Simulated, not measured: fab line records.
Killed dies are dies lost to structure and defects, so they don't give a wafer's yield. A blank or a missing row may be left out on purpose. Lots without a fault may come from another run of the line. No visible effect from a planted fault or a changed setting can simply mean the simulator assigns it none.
fab line records	flow n5Finfet
record lots=7	wafers=21
route steps=1938 shown WELL_APT@21 FIN_SAQP@99 DUMMY_GATE@225 SD_EPI_N@278 SD_EPI_P@321
startH: hours from the record's opening day to when the first of the lot's shown wafers began	waitH: hours elapsed since this lot's preceding step	" identical to the entry in the row above	L1.1+2: several wafers, shown together as one row	- either no value or no given start	* or withheld: withheld	< > ~ a bound
route shown NAME@n: a module of which the file shows steps, and the number in the route of the first	usual: average and standard deviation across the fault-free wafers	same: alike in all rows	chamber/n: place in a boat	sites: each site's reading	_std_site: their standard deviation	_edge_site: the outer-site mean with the inner-site mean subtracted	radiusMm: how far each site lies from the wafer's centre	mask NAME#n: copy n	behind: the last tool/chamber to shape the wafer	hold: reason for holding the lot/hours on hold/outcome of the hold	device: transistor that didn't switch, given as n, p or np	end of line: at the end of the route, the tests of the same wafers	for a step that has no rows: nothing shown but its recipe	killed: dies lost to structure and defects at the first sort, not the wafer's yield	map: per-die view of a wafer (x killed, . not killed, _ where there is no die)
set.NAME: the run value of the setting; set.NAME@STEP: its run value at that earlier step	model.NAME: the simulator's own value behind a step, which no gauge read
lots with deliberately changed settings; one table per step, one row per wafer
## steps
# step N5_WELL_APT_COAT_02
# recipe spinRpm=1357	resistThkNm=950
lot.wafer	tool	chamber	startH	waitH	set.spinRpm	model.coat_of_WELL_APT_COAT_02.thkNm
L079.4	lithoTrack-03	0	-	-	1232	1001
L079.5	"	0	"	"	1232	995.8
L079.6	"	0	"	"	1232	997
L089.1	lithoTrack-01	0	-	-	1357	947.1
L089.2	"	0	"	"	1357	948.9
L089.3	"	0	"	"	1357	949.4
L090.1	lithoTrack-04	0	-	-	1357	946.5
L090.2	"	0	"	"	1495	901.8
L090.3	"	0	"	"	1495	899.5
L091.2	lithoTrack-01	0	-	-	1357	948
L091.4	"	0	"	"	1357	949.1
L091.6	"	0	"	"	1357	945.9
L092.1	lithoTrack-04	0	-	-	1357	950
L092.2	"	0	"	"	1357	947.2
L092.4	"	0	"	"	1357	947.5
L093.3	lithoTrack-01	0	-	-	1462	910.2
L093.5	"	0	"	"	1357	948.2
L093.6	"	0	"	"	1357	943.7
L095.2	lithoTrack-04	0	-	-	1240	988.5
L095.3	"	0	"	"	1357	946.9
L095.4	"	0	"	"	1240	989.3
# step N5_FIN_SAQP_PECVD_48
# recipe material=SiNx	targetThkA=250	tempC=400	precursor=SiH4/NH3/N2	pressureTorr=1.5	rfW=300	timeS=22.1
lot.wafer	tool	chamber	startH	waitH	set.timeS	model.SiNx_of_FIN_SAQP_PECVD_48.thkNm
L079.4	pecvd-03	1	53.23	0.0	24.29	28.04
L079.5	"	0	"	"	22.1	25.27
L079.6	"	2	"	"	24.29	27.6
L089.1	pecvd-01	2	114.14	0.0	20.56	23.23
L089.2	"	0	"	"	22.1	24.95
L089.3	"	1	"	"	20.56	23.36
L090.1	pecvd-01	2	118.62	0.0	22.1	24.91
L090.2	"	1	"	"	22.1	25.02
L090.3	"	0	"	"	18.8	21.22
L091.2	pecvd-03	1	123.41	0.0	22.1	24.86
L091.4	"	0	"	"	22.1	25.65
L091.6	"	1	"	"	22.1	25.08
L092.1	pecvd-04	0	129.72	0.0	22.1	25.21
L092.2	"	1	"	"	23.75	26.75
L092.4	"	2	"	"	22.1	24.79
L093.3	pecvd-04	1	136.45	0.0	23.26	25.99
L093.5	"	1	"	"	22.1	25.04
L093.6	"	0	"	"	22.1	25.36
L095.2	pecvd-03	0	146.99	0.0	22.1	24.9
L095.3	"	2	"	"	23.27	25.49
L095.4	"	2	"	"	22.1	24.94
# step N5_FIN_SAQP_ETCH_52
# recipe chemistry=N2/H2	target=SOC	targetDepthA=1000	overetchA=200	maskMaterial=SiARC	tempC=40	timeS=150	ionEnergyEv=200	pressureMtorr=30	sourceW=840	biasW=150	n2FlowSccm=200	h2FlowSccm=200	ends=endPoint
# usual rfVppV=524.7/2.2
lot.wafer	tool	chamber	startH	waitH	set.sourceW	rfVppV	model.SiARC_of_FIN_SAQP_COAT_50.thkNm
L079.4	rieDiel-02	2	56.98	0.2	961.5	499.2	29
L079.5	"	2	"	"	840	521.6	29.55
L079.6	"	2	"	"	961.5	499.8	29.09
L089.1	rieDiel-03	2	115.31	0.0	840	524.1	29.24
L089.2	"	1	"	"	840	527.1	29.21
L089.3	"	3	"	"	840	523.6	29.18
L090.1	rieDiel-02	1	119.54	0.0	840	522.9	29.42
L090.2	"	3	"	"	840	524.9	29.26
L090.3	"	2	"	"	840	521.9	29.16
L091.2	rieDiel-02	1	124.22	0.0	840	522.5	29.54
L091.4	"	0	"	"	840	525.0	29.5
L091.6	"	0	"	"	840	525.8	29.49
L092.1	rieDiel-02	2	130.52	0.0	715.1	550.4	29.76
L092.2	"	3	"	"	840	527.6	29.47
L092.4	"	1	"	"	715.1	549.2	29.99
L093.3	rieDiel-03	0	137.26	0.0	840	526.5	28.98
L093.5	"	0	"	"	840	528.2	28.98
L093.6	"	3	"	"	840	525.6	29.12
L095.2	rieDiel-03	1	147.79	0.0	840	525.4	28.97
L095.3	"	2	"	"	840	525.3	29.05
L095.4	"	3	"	"	878.8	515.5	28.94
# step N5_FIN_SAQP_SPACER1_ALD_24
# recipe material=SiO2	targetThkA=203	tempC=300	aldPrecursorFamily=BDEAS	aldCoReactant=O2-plasma	pulseTimeS=1	purgeTimeS=2	coReactantPurgeTimeS=2	aldCycles=218	pressureTorr=2
lot.wafer	tool	chamber	startH	waitH	set.tempC	model.SiO2_of_FIN_SAQP_SPACER1_ALD_24.thkNm
L079.4	aldSin-03	1	59.03	0.7	300	20.4
L079.5	"	1	"	"	290.8	21.2
L079.6	"	2	"	"	290.8	21
L089.1	aldSin-02	1	116.34	0.3	300	20.4
L089.2	"	2	"	"	300	20
L089.3	"	0	"	"	303.5	20.2
L090.1+3	aldSin-03	1,3	120.84	0.3	305.3	20.2
L090.2	"	0	"	"	300	20.4
L091.2+4	aldSin-02	0	125.21	0.3	300	20.4
L091.6	"	2	"	"	300	20
L092.1	aldSin-01	1	131.53	0.3	300	20.4
L092.2	"	2	"	"	300	20.2
L092.4	"	3	"	"	288.1	21.2
L093.3	aldSin-03	3	139.18	0.8	300	20.2
L093.5	"	1	"	"	293.9	21
L093.6	"	0	"	"	300	20.4
L095.2+3	aldSin-02	1,3	148.82	0.3	296	20.6
L095.4	"	0	"	"	300	20.4
# step N5_FIN_SAQP_SPACER1_ETCHBACK_25
# recipe chemistry=CHF3/O2	mode=anisotropicEtchback	target=SiO2	targetDepthA=244	timeS=12.2	pressureMtorr=30	sourceW=650	biasW=170	Ar_flow_sccm=200	CHF3_flow_sccm=50	O2_flow_sccm=5	ionEnergyEv=200
# step N5_FIN_SAQP_MANDREL1_REMOVE_56
# recipe chemistry=HBr/Cl2/O2	btTimeS=10	target=a-Si	stopOn=SiNx	endpoint=OES-SiCl	overEtchFrac=1	icpW=600	biasW=22	HBr_flow_sccm=150	Cl2_flow_sccm=80	O2_flow_sccm=5	pressureMtorr=10
lot.wafer	tool	chamber	startH	waitH	set.tempC@FIN_SAQP_SPACER1_ALD_24	model.FIN_SAQP.cdNm
L079.4	rieSi-04	2	60.08	0.1	300	20.4
L079.5+6	"	2,1	"	"	290.8	21
L089.1	rieSi-04	3	117.29	0.1	300	20.2
L089.2	"	0	"	"	300	20
L089.3	"	1	"	"	303.5	20.2
L090.1+3	rieSi-06	2,3	121.73	0.1	305.3	20.2
L090.2	"	1	"	"	300	20.4
L091.2+4	rieSi-06	0,1	126.02	0.1	300	20.4
L091.6	"	0	"	"	300	20
L092.1	rieSi-06	0	132.33	0.1	300	20.4
L092.2	"	2	"	"	300	20.2
L092.4	"	3	"	"	288.1	21.4
L093.3+6	rieSi-02	2	139.99	0.1	300	20.4
L093.5	"	3	"	"	293.9	21
L095.2	rieSi-02	0	149.62	0.1	296	20.8
L095.3	"	1	"	"	296	20.6
L095.4	"	3	"	"	300	20.6
# step N5_FIN_SAQP_ETCH_57
# recipe chemistry=CH3F/O2	target=SiNx	maskMaterial=SiO2	targetDepthA=325	timeS=46.4	pressureMtorr=30	sourceW=395	biasW=73	Ar_flow_sccm=150	CH3F_flow_sccm=30	O2_flow_sccm=20	ionEnergyEv=120	ends=cleared
# usual etchRfOnTimeS=46.6/1
lot.wafer	tool	chamber	startH	waitH	set.timeS@FIN_SAQP_PECVD_48	etchRfOnTimeS	model.etch.depthNm
L079.4	rieDiel-03	3	60.29	0.1	24.29	51.7	27.97
L079.5	"	0	"	"	22.1	47.0	25.27
L079.6	"	2	"	"	24.29	52.7	27.45
L089.1	rieDiel-06	3	117.45	0.0	20.56	42.5	23.1
L089.2	"	0	"	"	22.1	46.4	24.95
L089.3	"	2	"	"	20.56	44.5	23.36
L090.1	rieDiel-03	2	121.88	0.0	22.1	45.0	24.78
L090.2	"	1	"	"	22.1	47.1	25.02
L090.3	"	3	"	"	18.8	38.2	21.22
L091.2	rieDiel-06	2	126.19	0.1	22.1	47.4	24.81
L091.4	"	3	"	"	22.1	47.3	25.6
L091.6	"	0	"	"	22.1	46.5	24.94
L092.1	rieDiel-06	3	132.59	0.1	22.1	46.0	25.17
L092.2	"	1	"	"	23.75	48.8	26.62
L092.4	"	3	"	"	22.1	45.6	24.74
L093.3	rieDiel-06	0	140.15	0.0	23.26	48.6	25.95
L093.5	"	3	"	"	22.1	45.8	24.99
L093.6	"	2	"	"	22.1	48.2	25.32
L095.2	rieDiel-03	3	149.78	0.0	22.1	45.8	24.9
L095.3	"	2	"	"	23.27	47.3	25.49
L095.4	"	0	"	"	22.1	45.6	24.81
# step N5_DUMMY_GATE_COAT_09
# recipe resist=CAR-EUV	spinRpm=1500	resistThkNm=30
lot.wafer	tool	chamber	startH	waitH	set.spinRpm	model.CAR-EUV_of_DUMMY_GATE_COAT_09.thkNm
L079.4	lithoTrack-03	0	-	-	1500	30
L079.5+6	"	0	"	"	1421	30.8
L089.1+3	lithoTrack-05	0	-	-	1500	30.2
L089.2	"	0	"	"	1500	30
L090.1	lithoTrack-03	0	-	-	1593	29.2
L090.2	"	0	"	"	1593	29
L090.3	"	0	"	"	1500	30
L091.2+4	lithoTrack-05	0	-	-	1500	30
L091.6	"	0	"	"	1500	30.2
L092.1+2+4	lithoTrack-05	0	-	-	1500	30
L093.3+5	lithoTrack-05	0	-	-	1500	30.2
L093.6	"	0	"	"	1338	31.8
L095.2+3+4	lithoTrack-03	0	-	-	1355	31.6
# step N5_DUMMY_GATE_EBR_11
# recipe solvent=PGMEA	ebrWidthMm=1.5
# step N5_DUMMY_GATE_SOFTBAKE_10
# recipe tempC=110	timeS=60	resist=CAR-EUV
# step N5_DUMMY_GATE_EXPOSE_12
# recipe maskId=GATE	na=0.33	sourceShape=annular	sigmaInner=0.2	sigmaOuter=0.6	polarization=unpolarized	targetCdNm=25	doseMj=34
# step N5_DUMMY_GATE_PEB_13
# recipe pebTempC=100	pebTimeS=60	resist=CAR-EUV
# step N5_DUMMY_GATE_DEVELOP_14
# recipe developTimeS=30	developer=TMAH	resist=CAR-EUV	rinseLiquid=surfactantRinse	dry=airSpin	devTempC=23
lot.wafer	tool	chamber	startH	waitH	set.spinRpm@DUMMY_GATE_COAT_09	model.CAR-EUV_of_DUMMY_GATE_COAT_09.thkNm
L079.4	lithoTrack-02	0	-	-	1500	29.6
L079.5+6	"	0	"	"	1421	30.4
L089.1+2+3	lithoTrack-02	0	-	-	1500	29.6
L090.1+2	lithoTrack-02	0	-	-	1593	28.6
L090.3	"	0	"	"	1500	29.6
L091.2+4	lithoTrack-05	0	-	-	1500	29.6
L091.6	"	0	"	"	1500	29.8
L092.1+2+4	lithoTrack-02	0	-	-	1500	29.6
L093.3	lithoTrack-05	0	-	-	1500	29.6
L093.5	"	0	"	"	1500	29.8
L093.6	"	0	"	"	1338	31.4
L095.2+3+4	lithoTrack-05	0	-	-	1355	31.2
# step N5_DUMMY_GATE_DESCUM_20
# recipe chemistry=O2	timeS=6.2	sourcePowerW=50	biasPowerW=20	pressureMtorr=20	rfFrequencyHz=2.712e+07	tempC=40	resist=CAR-EUV	o2FlowSccm=225
# step N5_DUMMY_GATE_ETCH_29
# recipe chemistry=N2/H2	target=underlayer	targetDepthA=130	ionEnergyEv=200	pressureMtorr=30	sourceW=840	biasW=150	n2FlowSccm=200	h2FlowSccm=200
lot.wafer	tool	chamber	startH	waitH	set.spinRpm@DUMMY_GATE_COAT_09	model.CAR-EUV_of_DUMMY_GATE_COAT_09.thkNm
L079.4	rieDiel-05	1	82.50	0.0	1500	18.8
L079.5	"	2	"	"	1421	19.8
L079.6	"	3	"	"	1421	20.2
L089.1	rieDiel-01	1	143.13	0.0	1500	19
L089.2	"	3	"	"	1500	19.2
L089.3	"	2	"	"	1500	19.4
L090.1	rieDiel-04	0	150.91	0.0	1593	18
L090.2	"	2	"	"	1593	17.6
L090.3	"	3	"	"	1500	19.2
L091.2+6	rieDiel-01	3,1	154.35	0.0	1500	19
L091.4	"	1	"	"	1500	18.8
L092.1	rieDiel-04	1	154.71	0.0	1500	18.8
L092.2	"	0	"	"	1500	19
L092.4	"	3	"	"	1500	19.2
L093.3	rieDiel-01	2	162.59	0.0	1500	19.2
L093.5	"	1	"	"	1500	19
L093.6	"	2	"	"	1338	21
L095.2	rieDiel-01	0	181.78	0.0	1355	20.2
L095.3	"	2	"	"	1355	20.8
L095.4	"	3	"	"	1355	20.6
# step N5_DUMMY_GATE_ETCH_36
# recipe chemistry=CF4	target=SiARC	targetDepthA=130	pressureMtorr=40	sourceW=545	biasW=36	Ar_flow_sccm=100	cf4FlowSccm=100	ionEnergyEv=80
lot.wafer	tool	chamber	startH	waitH	set.spinRpm@DUMMY_GATE_COAT_09	model.CAR-EUV_of_DUMMY_GATE_COAT_09.thkNm
L079.4	rieDiel-05	1	82.54	0.0	1500	11
L079.5	"	2	"	"	1421	12.4
L079.6	"	3	"	"	1421	13
L089.1	rieDiel-01	1	143.17	0.0	1500	11.2
L089.2	"	3	"	"	1500	11.6
L089.3	"	2	"	"	1500	11.8
L090.1	rieDiel-04	0	150.95	0.0	1593	10.6
L090.2	"	2	"	"	1593	9.8
L090.3	"	3	"	"	1500	11.8
L091.2	rieDiel-01	3	154.39	0.0	1500	11.6
L091.4	"	1	"	"	1500	11.2
L091.6	"	1	"	"	1500	11.4
L092.1	rieDiel-04	1	154.75	0.0	1500	11.2
L092.2	"	0	"	"	1500	11.6
L092.4	"	3	"	"	1500	12
L093.3	rieDiel-01	2	162.63	0.0	1500	12
L093.5	"	1	"	"	1500	11.4
L093.6	"	2	"	"	1338	13.6
L095.2	rieDiel-01	0	181.82	0.0	1355	12.6
L095.3+4	"	2,3	"	"	1355	13.4
# step N5_SD_EPI_N_ETCH_45
# recipe chemistry=CH3F/O2	target=SiOCN	targetDepthA=60	maskMaterial=SOC	ionEnergyEv=60	biasW=29	pressureMtorr=15	sourceW=410	Ar_flow_sccm=150	CH3F_flow_sccm=30	O2_flow_sccm=20
lot.wafer	tool	chamber	startH	waitH	set.targetDepthA	model.etch.depthNm
L079.4	rieDiel-03	3	85.29	0.1	55.21	5.577
L079.5	"	0	"	"	60	6.013
L079.6	"	1	"	"	60	5.886
L089.1	rieDiel-06	3	146.20	0.1	60	6.046
L089.2	"	2	"	"	60	5.808
L089.3	"	0	"	"	60	5.963
L090.1	rieDiel-02	2	153.67	0.1	62.53	6.296
L090.2	"	1	"	"	60	5.869
L090.3	"	3	"	"	62.53	6.155
L091.2	rieDiel-02	1	157.32	0.1	60	5.772
L091.4	"	3	"	"	60	5.842
L091.6	"	2	"	"	60	5.896
L092.1	rieDiel-02	0	157.98	0.1	60	5.823
L092.2	"	3	"	"	60	5.932
L092.4	"	1	"	"	53.62	5.214
L093.3	rieDiel-06	3	165.35	0.1	60	5.969
L093.5	"	1	"	"	64.06	6.405
L093.6	"	3	"	"	64.06	6.351
L095.2	rieDiel-02	0	184.56	0.1	60	5.785
L095.3	"	3	"	"	65.86	6.359
L095.4	"	1	"	"	65.86	6.377
# step N5_SD_EPI_N_EPI_21
# recipe material=Si:P	dopant=P	tempC=680	pressureTorr=255	timeS=690
lot.wafer	tool	chamber	startH	waitH	set.timeS	model.Si-P_of_SD_EPI_N_EPI_21.thkNm
L079.4	epiRpcvd-04	0	88.33	1.6	606.1	54
L079.5	"	0	"	"	606.1	53.6
L079.6	"	0	"	"	690	59.2
L089.1	epiRpcvd-01	0	147.38	0.1	740.3	63
L089.2	"	0	"	"	740.3	62.8
L089.3	"	0	"	"	690	59.4
L090.1	epiRpcvd-04	0	155.25	0.3	792.8	64.2
L090.2	"	0	"	"	792.8	65.4
L090.3	"	0	"	"	792.8	65.2
L091.2+6	epiRpcvd-02	0	159.03	0.5	690	57.6
L091.4	"	0	"	"	690	58
L092.1	epiRpcvd-01	0	159.14	0.1	690	59
L092.2	"	0	"	"	690	60
L092.4	"	0	"	"	769.6	64.2
L093.3	epiRpcvd-01	0	167.07	0.7	690	59
L093.5	"	0	"	"	690	59.8
L093.6	"	0	"	"	690	60
L095.2+3	epiRpcvd-02	0	186.00	0.4	690	57.4
L095.4	"	0	"	"	612	53.2
# step N5_SD_EPI_N_EPI_MEAS_23
# recipe mode=xrd
# usual thkNm=59.1/1.3
lot.wafer	tool	chamber	startH	waitH	set.timeS@SD_EPI_N_EPI_21	thkNm
L079.4	filmMetro-02	-	89.86	1.1	606.1	54.3
L079.5	"	-	"	"	606.1	51.4
L079.6	"	-	"	"	690	59.5
L089.1	filmMetro-02	-	149.09	1.4	740.3	62.8
L089.2	"	-	"	"	740.3	63.8
L089.3	"	-	"	"	690	59.9
L090.1	filmMetro-01	-	158.27	2.5	792.8	61.7
L090.2	"	-	"	"	792.8	63.5
L090.3	"	-	"	"	792.8	63.3
L092.1	filmMetro-02	-	160.85	1.4	690	59.3
L092.2	"	-	"	"	690	59.4
L092.4	"	-	"	"	769.6	63.3
L091.2	filmMetro-01	-	160.93	1.5	690	57.1
L091.4	"	-	"	"	690	58.1
L091.6	"	-	"	"	690	55.4
L093.3	filmMetro-02	-	168.22	0.9	690	58.5
L093.5	"	-	"	"	690	60.8
L093.6	"	-	"	"	690	59.4
L095.2	filmMetro-02	-	187.44	1.2	690	56.8
L095.3	"	-	"	"	690	56.8
L095.4	"	-	"	"	612	53.0
# step N5_SD_EPI_N_PRECLEAN_24
# recipe chemistry=O3/DIW	timeS=60	tempC=22	o3Ppm=10
lot.wafer	tool	chamber	startH	waitH	set.timeS@SD_EPI_N_EPI_21	model.Si-P_of_SD_EPI_N_EPI_21.thkNm
L079.4	wetBench-04	2	89.89	0.0	606.1	53.6
L079.5	"	4	"	"	606.1	53.2
L079.6	"	5	"	"	690	58.8
L089.1	wetBench-03	4	149.13	0.0	740.3	62.6
L089.2	"	5	"	"	740.3	62.4
L089.3	"	6	"	"	690	59
L090.1	wetBench-05	4	158.31	0.0	792.8	63.8
L090.2	"	0	"	"	792.8	65
L090.3	"	5	"	"	792.8	64.8
L092.1	wetBench-05	0	160.89	0.0	690	58.6
L092.2	"	1	"	"	690	59.6
L092.4	"	4	"	"	769.6	63.6
L091.2+6	wetBench-04	4,5	160.97	0.0	690	57.2
L091.4	"	1	"	"	690	57.6
L093.3	wetBench-05	2	168.26	0.0	690	58.6
L093.5	"	1	"	"	690	59.4
L093.6	"	6	"	"	690	59.6
L095.2+3	wetBench-03	5,4	187.47	0.0	690	57
L095.4	"	6	"	"	612	52.8
# step N5_SD_EPI_P_EPI_21
# recipe material=SiGe:B	dopant=B	tempC=550	pressureTorr=20	ambient=H2	timeS=355
lot.wafer	tool	chamber	startH	waitH	set.epiGrowthTimeS	model.SiGe-B_of_SD_EPI_P_EPI_21.thkNm
L079.4	epiRpcvd-04	0	94.80	1.5	355	60.8
L079.5	"	0	"	"	355	62
L079.6	"	0	"	"	355	60.4
L089.1	epiRpcvd-02	0	152.27	0.2	355	61.4
L089.2	"	0	"	"	367.4	62
L089.3	"	0	"	"	367.4	62.2
L090.1+3	epiRpcvd-03	0	161.05	0.1	355	60.2
L090.2	"	0	"	"	323.5	57.4
L092.1	epiRpcvd-02	0	163.24	0.1	375.8	62.6
L092.2	"	0	"	"	375.8	63
L092.4	"	0	"	"	355	59.8
L091.2	epiRpcvd-04	0	163.90	0.6	355	61.8
L091.4+6	"	0	"	"	355	61.4
L093.3	epiRpcvd-04	0	171.33	0.8	355	61.2
L093.5	"	0	"	"	355	61.8
L093.6	"	0	"	"	320.3	57.8
L095.2+3+4	epiRpcvd-04	0	190.48	0.5	355	60
# step N5_SD_EPI_P_HM_STRIP_48
# recipe chemistry=H3PO4	tempC=160	material=SiNx	target=SiNx	targetDepthA=30	overetchFraction=0.3
lot.wafer	tool	chamber	startH	waitH	set.epiGrowthTimeS@SD_EPI_P_EPI_21	model.SiGe-B_of_SD_EPI_P_EPI_21.thkNm
L079.4	wetBench-01	7	96.31	0.0	355	60.6
L079.5	"	2	"	"	355	61.6
L079.6	"	6	"	"	355	60.2
L089.1	wetBench-02	3	155.22	0.0	355	61
L089.2	"	7	"	"	367.4	61.8
L089.3	"	2	"	"	367.4	62
L090.1	wetBench-02	3	163.28	0.0	355	59.8
L090.2	"	1	"	"	323.5	57.2
L090.3	"	5	"	"	355	60
L092.1	wetBench-01	7	165.49	0.0	375.8	62.4
L092.2	"	6	"	"	375.8	62.6
L092.4	"	0	"	"	355	59.4
L091.2	wetBench-06	3	166.38	0.0	355	61.6
L091.4	"	2	"	"	355	61
L091.6	"	1	"	"	355	61.2
L093.3	wetBench-01	5	172.85	0.0	355	60.8
L093.5	"	1	"	"	355	61.4
L093.6	"	4	"	"	320.3	57.6
L095.2+3+4	wetBench-01	6,7,1	192.36	0.0	355	59.8
## key
split step=N5_WELL_APT_COAT_02	setting=spinRpm	stated=1357	by=wafer
response step=N5_WELL_APT_COAT_02	reading=model.coat_of_WELL_APT_COAT_02.thkNm	change=-4.65	per=1%	r=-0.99
split step=N5_FIN_SAQP_PECVD_48	setting=timeS	stated=22.1	by=wafer
response step=N5_FIN_SAQP_PECVD_48	reading=model.SiNx_of_FIN_SAQP_PECVD_48.thkNm	change=+0.235	per=1%	r=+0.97
response step=N5_FIN_SAQP_ETCH_57	reading=etchRfOnTimeS	change=*	per=1%	r=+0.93
response step=N5_FIN_SAQP_ETCH_57	reading=model.etch.depthNm	change=+0.231	per=1%	r=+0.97
split step=N5_FIN_SAQP_ETCH_52	setting=sourceW	stated=840	by=wafer
response step=N5_FIN_SAQP_ETCH_52	reading=rfVppV	change=-1.54	per=1%	r=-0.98
response step=N5_FIN_SAQP_ETCH_52	reading=model.SiARC_of_FIN_SAQP_COAT_50.thkNm	change=-0.0302	per=1%	r=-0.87
split step=N5_FIN_SAQP_SPACER1_ALD_24	setting=tempC	stated=300	by=wafer
response step=N5_FIN_SAQP_SPACER1_ALD_24	reading=model.SiO2_of_FIN_SAQP_SPACER1_ALD_24.thkNm	change=-0.218	per=1%	r=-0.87
response step=N5_FIN_SAQP_MANDREL1_REMOVE_56	reading=model.FIN_SAQP.cdNm	change=-0.219	per=1%	r=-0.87
split step=N5_DUMMY_GATE_COAT_09	setting=spinRpm	stated=1500	by=wafer
response step=N5_DUMMY_GATE_COAT_09	reading=model.CAR-EUV_of_DUMMY_GATE_COAT_09.thkNm	change=-0.148	per=1%	r=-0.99
response step=N5_DUMMY_GATE_DEVELOP_14	reading=model.CAR-EUV_of_DUMMY_GATE_COAT_09.thkNm	change=-0.157	per=1%	r=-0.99
response step=N5_DUMMY_GATE_ETCH_29	reading=model.CAR-EUV_of_DUMMY_GATE_COAT_09.thkNm	change=-0.194	per=1%	r=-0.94
response step=N5_DUMMY_GATE_ETCH_36	reading=model.CAR-EUV_of_DUMMY_GATE_COAT_09.thkNm	change=-0.215	per=1%	r=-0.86
split step=N5_SD_EPI_N_ETCH_45	setting=targetDepthA	stated=60	by=wafer
response step=N5_SD_EPI_N_ETCH_45	reading=model.etch.depthNm	change=+0.0596	per=1%	r=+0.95
split step=N5_SD_EPI_N_EPI_21	setting=timeS	stated=690	by=wafer
response step=N5_SD_EPI_N_EPI_21	reading=model.Si-P_of_SD_EPI_N_EPI_21.thkNm	change=+0.418	per=1%	r=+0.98
response step=N5_SD_EPI_N_EPI_MEAS_23	reading=thkNm	change=*	per=1%	r=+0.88
response step=N5_SD_EPI_N_PRECLEAN_24	reading=model.Si-P_of_SD_EPI_N_EPI_21.thkNm	change=+0.413	per=1%	r=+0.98
split step=N5_SD_EPI_P_EPI_21	setting=epiGrowthTimeS	stated=355	by=wafer
response step=N5_SD_EPI_P_EPI_21	reading=model.SiGe-B_of_SD_EPI_P_EPI_21.thkNm	change=+0.367	per=1%	r=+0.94
response step=N5_SD_EPI_P_HM_STRIP_48	reading=model.SiGe-B_of_SD_EPI_P_EPI_21.thkNm	change=+0.36	per=1%	r=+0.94
